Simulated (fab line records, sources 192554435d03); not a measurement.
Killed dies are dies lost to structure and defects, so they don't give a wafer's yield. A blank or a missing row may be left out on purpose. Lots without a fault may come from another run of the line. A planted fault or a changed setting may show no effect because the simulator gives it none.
Split-lot experiment | flow n5_finfet | 7 lots, 39 wafers read, on a route of 1938 steps

THE SPLIT
At N5_PASSIVATION_PECVD_53 (deposits SiO2 from TEOS/O2, target thk 800 nm, time 169.4 s), the setting time_s was moved away from the recipe's 169.4 s on 12 of the 39 wafers read, by -54.1% to +50.9%. The other wafers ran this setting at the recipe's value.

The reading is taken at the split's own step.

THE READING
SiO2_of_PASSIVATION_PECVD_53.thk_nm (the simulator's own value, which no gauge read), in nm, at N5_PASSIVATION_PECVD_53 (deposits SiO2 from TEOS/O2, target thk 800 nm, time 169.4 s). The file gives no usual value for it. The 27 wafers here that ran the recipe average 799.4 nm, standard deviation 10 nm.

wafer  | tool, chamber at the split | time_s as run, s | against the recipe | SiO2_of_PASSIVATION_PECVD_53.thk_nm, nm | against lot-mates on the recipe
L075.1 | pecvd-02, 1                | 246.1            | +45.3%             | 1127                                    | +340.1
L075.2 | pecvd-02, 2                | 246.1            | +45.3%             | 1144                                    | +357.1
L075.3 | pecvd-02, 0                | 169.4            | recipe             | 778.8                                   | -
L075.4 | pecvd-02, 2                | 169.4            | recipe             | 790.8                                   | -
L075.5 | pecvd-02, 0                | 246.1            | +45.3%             | 1153                                    | +366.1
L075.6 | pecvd-02, 1                | 169.4            | recipe             | 791.2                                   | -
L079.1 | pecvd-02, 0,2              | 255.6            | +50.9%             | 1196                                    | +395.0
L079.3 | pecvd-02, 0,2              | 255.6            | +50.9%             | 1196                                    | +395.0
L079.2 | pecvd-02, 1                | 169.4            | recipe             | 790.8                                   | -
L079.4 | pecvd-02, 0                | 255.6            | +50.9%             | 1216                                    | +415.0
L079.5 | pecvd-02, 2                | 169.4            | recipe             | 806.8                                   | -
L079.6 | pecvd-02, 1                | 169.4            | recipe             | 805.4                                   | -
L083.1 | pecvd-02, 2                | 77.69            | -54.1%             | 375.4                                   | -426.3
L083.2 | pecvd-02, 1                | 169.4            | recipe             | 788.4                                   | -
L083.3 | pecvd-02, 0                | 77.69            | -54.1%             | 376.4                                   | -425.3
L083.4 | pecvd-02, 1                | 77.69            | -54.1%             | 377.8                                   | -423.9
L083.5 | pecvd-02, 0                | 169.4            | recipe             | 809.4                                   | -
L083.6 | pecvd-02, 2                | 169.4            | recipe             | 807.2                                   | -
L087.1 | pecvd-03, 1                | 169.4            | recipe             | 792.8                                   | -
L087.2 | pecvd-03, 2                | 169.4            | recipe             | 789                                     | -
L087.6 | pecvd-03, 2                | 169.4            | recipe             | 802.6                                   | -
L089.1 | pecvd-03, 0                | 130.4            | -23.0%             | 622.8                                   | -189.7
L089.2 | pecvd-03, 2                | 169.4            | recipe             | 801                                     | -
L089.3 | pecvd-03, 1                | 130.4            | -23.0%             | 621.6                                   | -190.9
L089.4 | pecvd-03, 1                | 130.4            | -23.0%             | 629.8                                   | -182.7
L089.5 | pecvd-03, 0                | 169.4            | recipe             | 820.2                                   | -
L089.6 | pecvd-03, 2                | 169.4            | recipe             | 816.4                                   | -
L096.1 | pecvd-04, 0                | 169.4            | recipe             | 796.8                                   | -
L096.2 | pecvd-04, 1                | 169.4            | recipe             | 807.8                                   | -
L096.3 | pecvd-04, 2                | 169.4            | recipe             | 783.8                                   | -
L096.4 | pecvd-04, 0                | 169.4            | recipe             | 802                                     | -
L096.5 | pecvd-04, 1                | 169.4            | recipe             | 807                                     | -
L096.6 | pecvd-04, 2                | 169.4            | recipe             | 790.4                                   | -
L097.1 | pecvd-02, 0                | 169.4            | recipe             | 798.4                                   | -
L097.2 | pecvd-02, 2                | 169.4            | recipe             | 792.8                                   | -
L097.3 | pecvd-02, 1                | 169.4            | recipe             | 791.6                                   | -
L097.4 | pecvd-02, 0                | 169.4            | recipe             | 805.8                                   | -
L097.5 | pecvd-02, 2                | 169.4            | recipe             | 811.8                                   | -
L097.6 | pecvd-02, 1                | 169.4            | recipe             | 805.2                                   | -
Where a row lists several chambers, the file gives one row for several wafers and doesn't say which wafer went through which chamber.

THE FIT
A straight line over all 39 wafers: SiO2_of_PASSIVATION_PECVD_53.thk_nm changes by +7.77 nm for each +1% of time_s; r = +1.00; the points scatter about the line by 10 nm.
The same after taking each lot's own level away (the mean of its wafers on the recipe; 39 wafers): +7.88 nm for each +1%; r = +1.00; scatter 8 nm.
On that fit, the largest move of time_s shifts the reading by 4.3e+02 nm.
The lots' own levels span 786.93 to 812.53 nm, that is 2.6 times the standard deviation above.
So the lot-to-lot level changes the slope little: the two slopes agree.
Check: with one of the wafers moved furthest among these (-54.1%) left out of the fit, the line predicts -427 nm for it against its lot-mates. It came out at -426 nm against them.

THE FILE'S OWN FIT
SiO2_of_PASSIVATION_PECVD_53.thk_nm changes by +7.88 nm for each +1% of time_s, r = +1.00.
